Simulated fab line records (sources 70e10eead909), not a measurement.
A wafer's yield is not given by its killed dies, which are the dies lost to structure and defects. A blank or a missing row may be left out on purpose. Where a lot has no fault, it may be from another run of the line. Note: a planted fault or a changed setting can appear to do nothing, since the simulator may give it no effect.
fab line records	flow nand_harc
record: lots: 7	wafers: 20	last_day: 24
route steps=1159 shown P_CONTACT@236
lots that met no fault: taken from a fault-free run of the same line
start_h: start of the lot's first displayed wafer, in hours after the record's first day	wait_h: hours elapsed since this lot's preceding step	" the same as in the row above	L1.1+2: a row that stands for several wafers	- either no value or no given start	* or withheld: withheld	< > ~ a bound
route shown NAME@n: NAME is a module with steps in the file, n the number in the route of the first one	usual: mean and standard deviation over wafers with no fault	same: alike in all rows	chamber/n: place in a boat	sites: per-site readings	_std_site: how widely they spread, as a standard deviation	_edge_site: outer sites' mean less inner sites'	radius_mm: how far each site lies from the wafer's centre	mask NAME#n: copy n	behind: the tool/chamber that last shaped the wafer	hold: why the lot went on hold/how many hours it stayed there/how the hold came to an end	device: names the non-switching transistor (n, p or np)	end of line: tests run on the same wafers once the route is complete	step lacking rows: just its recipe	killed: at the first sort, the dies lost to defects and structure; wafer yield is something else	map: the dies of a wafer, with x for killed, . for not killed, _ for no die there
set.NAME: the setting as run; set.NAME@STEP: as run at that earlier step	model.NAME: the simulator's own value behind a step, which no gauge read
a table for each step, a row for each wafer; lots at some steps of the route
services: the hour from which a tool's chamber was out of use, counted from the record's first day as start_h (under 0 if before that day), plus the number of hours and why
== steps ==
step: NHARC_P_CONTACT_ETCH_35
recipe: target_depth_a: 390	over_etch_frac: 0.3	time_s: 65	ion_energy_ev: 80	cf4_flow_sccm: 150	ar_flow_sccm: 0	rf_w: 300	bias_w: 100	chemistry: CF4
usual: drypump_motor_current_A: 5.8/0.53	oes_product_au: 1.004/0.0072	rf_vpp_V: 151.7/1.1	showerhead_plenum_p_Torr: 1.81/0.066	throttle_valve_pct: 13.283/0.0092
lot.wafer	tool	chamber	start_h	wait_h	drypump_motor_current_A	oes_product_au	rf_hours_counter_h	rf_vpp_V	showerhead_plenum_p_Torr	throttle_valve_pct
L348.2	rie_diel-13	0	129.76	0.1	5.4	0.998	2	153.0	1.88	13.290
L348.4	"	1	"	"	5.5	0.999	2	152.1	1.89	13.309
L348.5	"	0	"	"	5.4	1.009	-	151.7	1.88	13.270
L353.3	rie_diel-11	1	161.97	0.1	5.9	1.019	17	151.6	1.85	13.294
L353.1	"	2	"	"	5.2	0.999	18	150.8	1.72	13.289
L353.5	"	0	"	"	6.6	1.007	-	151.7	1.80	13.297
L355.1	rie_diel-11	1	177.16	0.1	5.8	1.012	18	151.5	1.85	13.285
L355.3	"	2	"	"	5.2	1.009	19	151.3	1.72	13.295
L355.6	"	0	"	"	6.6	1.009	-	152.7	1.80	13.269
L360.3	rie_diel-11	1	203.38	0.1	5.9	0.999	0	153.0	1.85	13.310
L360.1	"	2	"	"	5.2	1.003	0	151.3	1.72	13.279
L360.6	"	1	"	"	5.9	1.001	-	151.6	1.85	13.288
L363.3	rie_diel-11	1	214.72	0.1	5.9	1.003	1	151.8	1.85	13.271
L363.2	"	2	"	"	5.2	0.997	1	149.5	1.72	13.273
L363.5	"	0	"	"	6.6	1.008	-	152.1	1.80	13.280
L362.2	rie_diel-11	2	216.72	0.1	5.2	0.997	2	151.3	1.72	13.301
L362.4	"	0	"	"	6.7	1.001	2	151.5	1.80	13.286
L367.3	rie_diel-13	1	243.32	0.1	5.5	1.003	15	152.3	1.88	13.269
L367.5	"	2	"	"	6.5	0.999	-	151.5	1.87	13.289
L367.6	"	0	"	"	5.4	0.992	-	152.9	1.88	13.285
step: NHARC_P_CONTACT_ETCH_36
recipe: target_depth_a: 2600	over_etch_frac: 0.25	time_s: 406.25	ion_energy_ev: 200	n2_flow_sccm: 150	h2_flow_sccm: 150	ar_flow_sccm: 0	rf_w: 400	bias_w: 150	chemistry: N2/H2
step: NHARC_P_CONTACT_ETCH_18
recipe: target_depth_a: 4810	time_s: 240.5	c4f8_flow_sccm: 20	o2_flow_sccm: 10	ar_flow_sccm: withheld	rf_w: 600	bias_w: 1500	chemistry: C4F8/O2/Ar
usual: oes_product_au: 0.971/0.013	rf_vpp_V: 981/5.2
lot.wafer	tool	chamber	start_h	wait_h	oes_product_au	rf_hours_counter_h	rf_vpp_V
L348.2	rie_diel-13	1	-	-	0.957	2	988
L348.4	"	2	"	"	0.959	2	988
L348.5	"	1	"	"	0.959	-	987
L353.3	rie_diel-11	3	-	-	0.970	17	978
L353.1	"	0	"	"	0.981	17	981
L353.5	"	1	"	"	0.990	-	985
L355.3	rie_diel-11	0	-	-	0.976	18	980
L355.1	"	2	"	"	0.964	19	974
L355.6	"	3	"	"	0.974	-	977
L360.1	rie_diel-11	2	-	-	0.968	1	974
L360.3	"	3	"	"	0.984	0	979
L360.6	"	3	"	"	0.987	-	979
L363.3	rie_diel-11	0	-	-	0.980	1	981
L363.2	"	1	"	"	0.987	2	985
L363.5	"	2	"	"	0.968	-	973
L362.4	rie_diel-11	3	-	-	0.998	2	979
L362.2	"	2	"	"	0.956	2	975
L367.3	rie_diel-13	1	-	-	0.965	15	986
L367.6	"	1	"	"	0.962	-	988
L367.5	"	2	"	"	0.953	-	985
step: NHARC_P_CONTACT_STRIP_37
recipe: c4f8_flow_sccm: withheld	o2_flow_sccm: 8	ar_flow_sccm: withheld	bias_w: 0	chemistry: C4F8/O2/Ar
step: NHARC_P_CONTACT_ETCH_31
recipe: target_depth_a: 300	time_s: 85.7	ion_energy_ev: 120	over_etch_frac: 1	ch3f_flow_sccm: 50	o2_flow_sccm: 30	ar_flow_sccm: 200	rf_w: 500	bias_w: 100	chemistry: CH3F/O2
step: NHARC_P_CONTACT_CD_MEAS_19
usual: cd_nm: 90.0/1.1
lot.wafer	tool	chamber	start_h	wait_h	cd_nm
L348.2	cd_sem-03	-	130.54	-	90.1
L348.4	"	-	"	"	90.8
L348.5	"	-	"	"	91.1
L353.1	cd_sem-03	-	162.75	-	89.2
L353.3	"	-	"	"	88.0
L353.5	"	-	"	"	91.3
L355.1	cd_sem-01	-	177.94	-	91.3
L355.3	"	-	"	"	89.8
L355.6	"	-	"	"	90.7
L360.1	cd_sem-01	-	204.17	-	90.6
L360.3	"	-	"	"	89.0
L360.6	"	-	"	"	88.7
L363.2	cd_sem-03	-	215.49	-	90.8
L363.3	"	-	"	"	87.2
L363.5	"	-	"	"	89.2
L362.2	cd_sem-01	-	217.51	-	90.6
L362.4	"	-	"	"	88.7
L367.3	cd_sem-03	-	244.22	-	89.0
L367.5	"	-	"	"	90.0
L367.6	"	-	"	"	89.8
step: NHARC_P_CONTACT_STRIP_28
recipe: o2_flow_sccm: 500	ar_flow_sccm: 0	bias_w: 0	chemistry: O2
usual: drypump_motor_current_A: 5.8/0.54	oes_product_au: 1.003/0.0078	rf_vpp_V: 57.9/0.8	showerhead_plenum_p_Torr: 3.62/0.14	throttle_valve_pct: 17.036/0.0089
lot.wafer	tool	chamber	start_h	wait_h	drypump_motor_current_A	oes_product_au	rf_hours_counter_h	rf_vpp_V	showerhead_plenum_p_Torr	throttle_valve_pct
L348.2	rie_diel-11	3	130.61	0.1	6.3	1.001	13	57.0	3.54	17.047
L348.4	"	0	"	"	6.7	1.011	13	58.2	3.60	17.035
L348.5	"	3	"	"	6.3	1.004	-	58.3	3.54	17.042
L353.3	rie_diel-11	1	162.82	0.1	5.9	1.015	18	57.7	3.70	17.044
L353.1	"	0	"	"	6.6	1.007	17	58.3	3.59	17.037
L353.5	"	1	"	"	5.9	1.015	-	58.0	3.70	17.041
L355.1	rie_diel-13	3	178.04	0.1	5.1	0.993	7	57.5	3.44	17.041
L355.3	"	0	"	"	5.4	0.990	7	57.9	3.75	17.035
L355.6	"	2	"	"	6.5	0.993	-	57.4	3.73	17.056
L360.1	rie_diel-11	3	204.25	0.1	6.3	1.009	1	56.5	3.53	17.031
L360.3	"	2	"	"	5.2	0.979	1	56.5	3.42	17.045
L360.6	"	3	"	"	6.3	0.997	-	57.5	3.53	17.040
L363.2	rie_diel-13	1	215.58	0.1	5.5	1.007	11	58.2	3.76	17.028
L363.3	"	2	"	"	6.6	0.984	10	58.6	3.73	17.037
L363.5	"	0	"	"	5.4	0.994	-	58.9	3.75	17.043
L362.2	rie_diel-02	1	217.60	0.1	5.3	1.002	19	59.2	3.64	17.045
L362.4	"	2	"	"	6.3	0.999	20	59.1	3.58	17.031
L367.3	rie_diel-11	1	244.30	0.1	5.9	1.002	5	58.9	3.69	17.038
L367.5	"	0	"	"	6.6	1.007	-	57.2	3.59	17.027
L367.6	"	1	"	"	5.9	1.008	-	57.4	3.69	17.016
step: NHARC_P_CONTACT_STRIP_29
recipe: time_s: 1200	temp_c: 72.5	chemistry: post_etch_residue_remover
step: NHARC_P_CONTACT_DEGAS_38
recipe: temp_c: 300	time_s: 60
usual: heater_power_w: 471/55
lot.wafer	tool	chamber	start_h	wait_h	heater_power_w
L348.2	pvd_sputter-01	-	131.32	-	516
L348.4	"	-	"	"	419
L348.5	"	-	"	"	541
L353.3	pvd_sputter-02	-	163.46	-	395
L353.1	"	-	"	"	497
L353.5	"	-	"	"	505
L355.3	pvd_sputter-03	-	178.65	-	425
L355.1	"	-	"	"	410
L355.6	"	-	"	"	427
L360.1	pvd_sputter-02	-	204.90	-	482
L360.3	"	-	"	"	401
L360.6	"	-	"	"	470
L363.2	pvd_sputter-03	-	216.24	-	405
L363.3	"	-	"	"	417
L363.5	"	-	"	"	408
L362.2	pvd_sputter-03	-	218.22	-	560
L362.4	"	-	"	"	427
L367.3	pvd_sputter-02	-	244.92	-	506
L367.6	"	-	"	"	493
L367.5	"	-	"	"	507
step: NHARC_P_CONTACT_PRE_CLEAN_39
recipe: time_s: 19.5	bias_v: 250	gas: Ar
step: NHARC_P_CONTACT_PVD_32
recipe: target_thk_a: 50	chamber_pressure_pa: 5	power_w: 5000	substrate_temp_c: 200	time_s: 17.7	material: Ti
step: NHARC_P_CONTACT_ALD_22
recipe: target_thk_a: 30	pulse_time_s: 1	ald_cycles: 150	temp_c: 450	material: TiN
usual: heater_power_w: 1081/94	precursor_pulse_height_rel: 0.997/0.018
same: ald_cycles: 150
lot.wafer	tool	chamber	start_h	wait_h	heater_power_w	precursor_pulse_height_rel
L348.4	ald_metal-01	0	131.62	-	1047	0.983
L348.2	"	1	"	"	1168	0.976
L348.5	"	3	"	"	1102	0.998
L353.1	ald_metal-04	1	163.70	-	1088	0.999
L353.3	"	2	"	"	1059	0.990
L353.5	"	2	"	"	1047	1.005
L355.3	ald_metal-04	2	178.92	-	1032	0.963
L355.1	"	0	"	"	1192	0.986
L355.6	"	2	"	"	1050	0.975
L360.3	ald_metal-01	1	205.15	-	1172	1.015
L360.1	"	3	"	"	1134	0.991
L360.6	"	0	"	"	1061	1.005
L363.2	ald_metal-01	2	216.65	-	904	0.992
L363.3	"	3	"	"	1134	0.999
L363.5	"	1	"	"	1169	1.005
L362.4	ald_metal-03	1	218.47	-	1192	0.978
L362.2	"	3	"	"	1146	0.998
L367.3	ald_metal-04	1	245.21	-	1003	1.016
L367.5	"	0	"	"	1253	1.035
L367.6	"	1	"	"	996	0.984
step: NHARC_P_CONTACT_CVD_23
recipe: target_thk_a: 2000	temp_c: 300	pressure_torr: 40	wf6_flow_sccm: 40	h2_flow_sccm: 1600	ar_flow_sccm: 1560	time_s: 557	material: W
usual: heater_power_w: 470/21	throttle_valve_pct: 8.1/0.36
lot.wafer	tool	chamber	start_h	wait_h	heater_power_w	throttle_valve_pct
L348.2	cvd_w-02	1	131.81	-	445	8.3
L348.4	"	0	"	"	479	7.7
L348.5	"	0	"	"	493	7.5
L353.1	cvd_w-01	1	167.75	-	477	7.9
L353.3	"	0	"	"	487	8.4
L353.5	"	0	"	"	505	8.3
L355.1	cvd_w-01	1	179.10	-	474	8.2
L355.3	"	0	"	"	490	8.5
L355.6	"	1	"	"	492	8.0
L360.1	cvd_w-01	0	208.51	-	480	8.5
L360.3	"	1	"	"	481	8.3
L360.6	"	0	"	"	485	8.5
L363.2	cvd_w-01	1	217.79	-	476	8.0
L363.3	"	0	"	"	484	8.7
L363.5	"	0	"	"	483	8.3
L362.2	cvd_w-01	0	218.97	-	497	8.4
L362.4	"	1	"	"	474	8.0
L367.3	cvd_w-02	1	245.58	-	420	8.0
L367.6	"	1	"	"	423	7.9
L367.5	"	0	"	"	466	7.7
step: NHARC_P_CONTACT_CMP_24
recipe: t_overpolish_s: 30	target_thk_nm: 200
usual: motor_current_A: 12.5/1.1	overpolish_run_s: 30.001/0.0087	retaining_ring_pressure_frac: 1.000/0.0049	time_to_endpoint_s: 39.8/2.5
same: t_overpolish_s: 30
lot.wafer	tool	chamber	start_h	wait_h	motor_current_A	overpolish_run_s	retaining_ring_pressure_frac	time_to_endpoint_s
L348.2	cmp-03	2	132.51	0.6	10.8	30.000	0.999	38.3
L348.4	"	3	"	"	12.4	30.023	0.994	38.0
L348.5	"	0	"	"	12.7	29.989	0.996	38.3
L353.1	cmp-02	1	168.42	0.6	13.4	29.999	0.994	40.9
L353.3	"	2	"	"	11.6	29.993	0.998	37.7
L353.5	"	1	"	"	12.4	29.998	0.996	38.3
L355.1	cmp-03	0	179.79	0.6	13.2	30.001	1.010	38.4
L355.3	"	2	"	"	10.9	29.993	1.000	39.9
L355.6	"	0	"	"	12.1	30.004	1.008	40.7
L360.3	cmp-04	0	209.12	0.4	12.0	30.000	1.010	27.2
L360.1	"	1	"	"	14.4	29.990	1.002	40.8
L360.6	"	2	"	"	13.5	30.011	0.999	41.6
L363.2	cmp-04	3	218.37	0.5	10.7	30.007	1.001	40.0
L363.3	"	1	"	"	14.5	29.998	1.000	28.2
L363.5	"	3	"	"	10.9	29.997	0.994	40.2
L362.4	cmp-02	0	219.64	0.3	12.3	30.012	1.000	22.8
L362.2	"	2	"	"	11.1	29.982	1.007	37.9
L367.3	cmp-02	3	246.13	0.5	13.4	29.989	1.000	34.5
L367.5	"	0	"	"	12.8	30.004	1.004	37.1
L367.6	"	1	"	"	13.3	30.004	1.005	37.6
== services ==
tool	chamber	start_h	hours	kind
cvd_w-01	-	112.31	13.0	pm
cmp-04	-	115.17	2.1	repair
ald_metal-04	3	122.50	4.0	repair
cmp-02	-	128.59	4.0	pm
rie_diel-02	3	129.04	3.0	repair
rie_diel-13	2	141.59	7.2	repair
cmp-02	-	143.40	5.5	repair
ald_metal-03	-	144.00	10.0	pm
cvd_w-01	1	146.77	2.6	repair
cmp-03	-	156.00	4.0	pm
pvd_sputter-02	-	156.62	3.6	repair
pvd_sputter-01	-	162.10	10.0	pm
pvd_sputter-01	-	180.76	0.5	repair
rie_diel-11	-	189.50	9.0	pm
cvd_w-02	-	195.77	13.0	pm
cmp-04	-	203.18	4.0	pm
cmp-03	-	208.79	2.6	repair
pvd_sputter-02	-	214.00	10.0	pm
rie_diel-13	3	215.88	16.3	repair
cmp-02	-	226.59	4.0	pm
cvd_w-02	0	227.82	2.0	repair
ald_metal-04	-	228.00	10.0	pm
rie_diel-13	3	240.86	2.9	repair
ald_metal-04	3	244.70	11.6	repair
== key ==
first_sign: step: NHARC_P_CONTACT_CMP_24	reading: time_to_endpoint_s	direction: down	sigmas: 5.4	usual: *	struck: *
effect none on later readings
met_at NHARC_P_CONTACT_CVD_23
struck_wafers L360.3,L362.4,L363.3
tester_left_out L360,L362,L363
onset_between 179.10 208.51
fault: kind: process_parameter_drift	tool: cvd_w-01	chamber: -	onset_h: 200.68	steps: NHARC_P_CONTACT_CVD_23	channel: target_thk_a	offset: *	shape: step	end_h: 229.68	scope: struck_wafers_only	acts_in: *	stated: *
tester_left_out: of these lots the tester's yield and bins aren't shown, on N5 and GAA mostly nor the transistor test; their killed dies are dies lost to structure and defects alone, not to doping, threshold or leakage, so they don't give the yield
